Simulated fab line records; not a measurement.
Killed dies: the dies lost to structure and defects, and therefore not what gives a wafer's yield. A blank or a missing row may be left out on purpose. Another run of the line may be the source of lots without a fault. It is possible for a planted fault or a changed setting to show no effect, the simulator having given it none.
Split-lot study || flow n5 finfet || route with 1938 steps; 7 lots, 21 wafers read

## THE SPLIT
At N5_BEOL_M10_PEB_26 (peb time 60 s), the setting peb time s was moved away from the recipe's 60 s on 9 of the 21 wafers read, by -11.5% to +19.2%. The other wafers ran this setting at the recipe's value.

## FROM THE SPLIT TO THE READING: what the file shows between them, 1 step
- N5_BEOL_M10_DEVELOP_27: develop time 30 s

## THE READING
cd nm, in nm, at N5_BEOL_M10_CD_MEAS_28 (target cd 70 nm). Fault-free wafers of this fab line usually give 69.9 nm, standard deviation 1.6 nm.

{"wafer": "L077.3", "tool, chamber at the split": "litho track-01, 0", "peb time s as run, s": 60, "against the recipe": "recipe", "cd nm, nm": 72.2, "against lot-mates on the recipe": "-"}
{"wafer": "L077.4", "tool, chamber at the split": "litho track-01, 0", "peb time s as run, s": 53.12, "against the recipe": "-11.5%", "cd nm, nm": 66.8, "against lot-mates on the recipe": -5.4}
{"wafer": "L077.5", "tool, chamber at the split": "litho track-01, 0", "peb time s as run, s": 53.12, "against the recipe": "-11.5%", "cd nm, nm": 67.0, "against lot-mates on the recipe": -5.2}
{"wafer": "L079.3", "tool, chamber at the split": "litho track-05, 0", "peb time s as run, s": 60, "against the recipe": "recipe", "cd nm, nm": 69.5, "against lot-mates on the recipe": "-"}
{"wafer": "L079.4", "tool, chamber at the split": "litho track-05, 0", "peb time s as run, s": 60, "against the recipe": "recipe", "cd nm, nm": 70.4, "against lot-mates on the recipe": "-"}
{"wafer": "L079.6", "tool, chamber at the split": "litho track-05, 0", "peb time s as run, s": 60, "against the recipe": "recipe", "cd nm, nm": 69.3, "against lot-mates on the recipe": "-"}
{"wafer": "L083.2", "tool, chamber at the split": "litho track-01, 0", "peb time s as run, s": 56.43, "against the recipe": "-5.9%", "cd nm, nm": 68.0, "against lot-mates on the recipe": -2.9}
{"wafer": "L083.3", "tool, chamber at the split": "litho track-01, 0", "peb time s as run, s": 60, "against the recipe": "recipe", "cd nm, nm": 70.9, "against lot-mates on the recipe": "-"}
{"wafer": "L083.6", "tool, chamber at the split": "litho track-01, 0", "peb time s as run, s": 56.43, "against the recipe": "-5.9%", "cd nm, nm": 66.9, "against lot-mates on the recipe": -4.0}
{"wafer": "L080.2", "tool, chamber at the split": "litho track-02, 0", "peb time s as run, s": 60, "against the recipe": "recipe", "cd nm, nm": 68.1, "against lot-mates on the recipe": "-"}
{"wafer": "L080.3", "tool, chamber at the split": "litho track-02, 0", "peb time s as run, s": 60, "against the recipe": "recipe", "cd nm, nm": 66.4, "against lot-mates on the recipe": "-"}
{"wafer": "L080.6", "tool, chamber at the split": "litho track-02, 0", "peb time s as run, s": 68.72, "against the recipe": "+14.5%", "cd nm, nm": 75.4, "against lot-mates on the recipe": "+8.2"}
{"wafer": "L087.3", "tool, chamber at the split": "litho track-01, 0", "peb time s as run, s": 60, "against the recipe": "recipe", "cd nm, nm": 69.4, "against lot-mates on the recipe": "-"}
{"wafer": "L087.4", "tool, chamber at the split": "litho track-01, 0", "peb time s as run, s": 60, "against the recipe": "recipe", "cd nm, nm": 69.0, "against lot-mates on the recipe": "-"}
{"wafer": "L087.5", "tool, chamber at the split": "litho track-01, 0", "peb time s as run, s": 60, "against the recipe": "recipe", "cd nm, nm": 69.7, "against lot-mates on the recipe": "-"}
{"wafer": "L090.2", "tool, chamber at the split": "litho track-01, 0", "peb time s as run, s": 60, "against the recipe": "recipe", "cd nm, nm": 69.2, "against lot-mates on the recipe": "-"}
{"wafer": "L090.4", "tool, chamber at the split": "litho track-01, 0", "peb time s as run, s": 65.37, "against the recipe": "+9.0%", "cd nm, nm": 74.6, "against lot-mates on the recipe": "+5.4"}
{"wafer": "L090.6", "tool, chamber at the split": "litho track-01, 0", "peb time s as run, s": 65.37, "against the recipe": "+9.0%", "cd nm, nm": 76.2, "against lot-mates on the recipe": "+7.0"}
{"wafer": "L094.2", "tool, chamber at the split": "litho track-05, 0", "peb time s as run, s": 71.51, "against the recipe": "+19.2%", "cd nm, nm": 76.0, "against lot-mates on the recipe": "+6.4"}
{"wafer": "L094.4", "tool, chamber at the split": "litho track-05, 0", "peb time s as run, s": 60, "against the recipe": "recipe", "cd nm, nm": 69.6, "against lot-mates on the recipe": "-"}
{"wafer": "L094.6", "tool, chamber at the split": "litho track-05, 0", "peb time s as run, s": 71.51, "against the recipe": "+19.2%", "cd nm, nm": 75.3, "against lot-mates on the recipe": "+5.7"}

FIT RESULTS
A straight line over all 21 wafers: cd nm changes by +0.345 nm for each +1% of peb time s; r = +0.89; the points scatter about the line by 1.5 nm.
The same after taking each lot's own level away (the mean of its wafers on the recipe; 21 wafers): +0.434 nm for each +1%; r = +0.95; scatter 1.3 nm.
The reading moves by 8.3 nm for the largest change in peb time s, on that fit.
Measured against the standard deviation above, the lots' own levels, which go from 67.25 to 72.20 nm, span 3.1 times it.
Thus the slope moves with the lot-to-lot level: the two fits are different.
Check: +8.99 nm against its lot-mates is what the line predicts for one of the wafers moved furthest among these (+19.2%) when that wafer is left out of the fit. It came out at +6.4 nm against them.

## THE OTHER SPLITS THESE WAFERS WENT THROUGH
Note: prior to the reading, these wafers also went through further splits. Each is held against what the fit with the lots' levels taken away leaves over:
{"other split on the same wafers": "N5_BEOL_M7_EXPOSE_08 dose mj", "wafers away from the commonest value": 10, "r with cd nm (lot level and that fit taken away)": -0.08}
{"other split on the same wafers": "N5_BEOL_M8_PECVD_70 temp c", "wafers away from the commonest value": 8, "r with cd nm (lot level and that fit taken away)": -0.34}
{"other split on the same wafers": "N5_BEOL_M9_COAT_60 spin rpm", "wafers away from the commonest value": 7, "r with cd nm (lot level and that fit taken away)": "+0.34"}
{"other split on the same wafers": "N5_BEOL_M9_COAT_05 spin rpm", "wafers away from the commonest value": 7, "r with cd nm (lot level and that fit taken away)": -0.23}
{"other split on the same wafers": "N5_BEOL_M9_EXPOSE_25 dose mj", "wafers away from the commonest value": 6, "r with cd nm (lot level and that fit taken away)": "+0.13"}

## THE FILE'S OWN FIT
cd nm changes by +0.449 nm for each +1% of peb time s, r = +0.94.
